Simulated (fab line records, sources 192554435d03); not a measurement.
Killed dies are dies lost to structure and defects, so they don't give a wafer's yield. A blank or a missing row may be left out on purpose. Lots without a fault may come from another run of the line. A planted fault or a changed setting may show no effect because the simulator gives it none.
Which tool did it? | flow n5_finfet | 10 lots, 30 wafers sampled, at 1 step of a route of 1938

WHAT THE GAUGES READ, wafer by wafer
N5_BEOL_M6_CD_MEAS_18: pitch 80 nm, target cd 40 nm.
lot  | measured     | on        | cd_nm (nm)
L075 | day 9 01:43  | cd_sem-01 | 39.5 39.3 40.2
L077 | day 9 07:16  | cd_sem-01 | 40.9 41.3 40.5
L079 | day 10 01:10 | cd_sem-01 | 39.9 39.6 39.5
L080 | day 10 14:45 | cd_sem-02 | 39.0 39.3 40.0
L082 | day 10 20:04 | cd_sem-03 | 40.8 40.5 40.9
L085 | day 11 17:38 | cd_sem-03 | 40.2 41.0 40.4
L087 | day 11 22:55 | cd_sem-01 | 40.7 39.7 39.7
L089 | day 12 18:46 | cd_sem-03 | 40.2 40.9 39.6
L093 | day 13 05:41 | cd_sem-01 | 41.3 40.1 40.4
L094 | day 14 12:27 | cd_sem-02 | 40.2 40.2 39.5

WHICH TOOL RAN EACH LOT (tool, then ch and the chambers of the sampled wafers, then the start)
The record holds no process step before these readings.

THE ANSWER, worked out from the rows above alone
Rule: what is usual is taken from the lots themselves. Put in order of their means at a reading, lots are off if they are a third of the lots or fewer, leave a main group of 4 or more, and stand apart from it by a gap of 3 or more times the standard deviation of the main group's means; of several such gaps the widest counts. A main group whose means are all the same, to the digits that the tables above print for the reading, isn't used. A lot without any number at a reading at which 4 lots or more have one is off too. The other lots that the step has rows for count as sound.
No lot is off at any reading shown: from this, nothing can be told.

WHAT THE SIMULATOR HAD PUT IN
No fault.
